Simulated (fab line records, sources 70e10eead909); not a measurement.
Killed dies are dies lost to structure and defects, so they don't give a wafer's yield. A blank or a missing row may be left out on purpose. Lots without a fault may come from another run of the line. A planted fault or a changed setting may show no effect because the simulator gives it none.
Chamber matching | flow nand_harc | NHARC_A_STAIRCASE_DESCUM_252 on rie_diel-11: 4 sister chambers
The step chemistry O2, time 3 s. 8 wafers are shown with their chamber, then 12 later ones without.

WAFERS WITH THEIR CHAMBER
wafer  | chamber | drypump_motor_current_A (A) | showerhead_plenum_p_Torr (Torr)
L083.2 | 3       | 5.89                        | 1.87
L083.5 | 3       | 5.90                        | 1.88
L083.6 | 2       | 5.96                        | 1.85
L087.1 | 2       | 5.94                        | 1.85
L087.5 | 0       | 6.21                        | 2.07
L093.1 | 1       | 5.50                        | 1.93
L093.4 | 0       | 6.17                        | 2.06
L093.6 | 1       | 5.49                        | 1.93

WAFERS WITHOUT THEIR CHAMBER
wafer  | drypump_motor_current_A (A) | showerhead_plenum_p_Torr (Torr)
L094.1 | 5.87                        | 1.86
L094.3 | 6.21                        | 2.06
L094.4 | 5.47                        | 1.93
L095.1 | 6.21                        | 2.06
L095.4 | 5.91                        | 1.86
L095.5 | 5.90                        | 1.86
L097.2 | 6.23                        | 2.06
L097.4 | 5.89                        | 1.84
L097.5 | 6.20                        | 2.06
L096.2 | 5.46                        | 1.93
L096.3 | 5.91                        | 1.86
L096.5 | 5.94                        | 1.84

WHICH CHAMBER EACH WENT THROUGH
wafer  | from the rows above     | in truth
L094.1 | can't be placed: 3 or 2 | 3
L094.3 | 0                       | 0
L094.4 | 1                       | 1
L095.1 | 0                       | 0
L095.4 | can't be placed: 2 or 3 | 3
L095.5 | can't be placed: 3 or 2 | 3
L097.2 | 0                       | 0
L097.4 | 2                       | 2
L097.5 | 0                       | 0
L096.2 | 1                       | 1
L096.3 | can't be placed: 2 or 3 | 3
L096.5 | 2                       | 2
Placed correctly: 8 of 12. Can't be placed from these rows: 4 (the true chamber is among the candidates in 4). Placed wrongly: 0.
How it was worked out, from the rows above alone: a wafer's distance from a chamber is the root of the sum, over the readings, of the square of ((its reading less the chamber's mean) divided by the reading's scatter). The wafer belongs to the nearest chamber; if the next one is less than 2 further off, it can't be placed. A chamber's mean is the mean of its shown wafers. The scatter: the root of (the sum of the squares of (reading less its chamber's mean) over the shown wafers, divided by (wafers less chambers)).
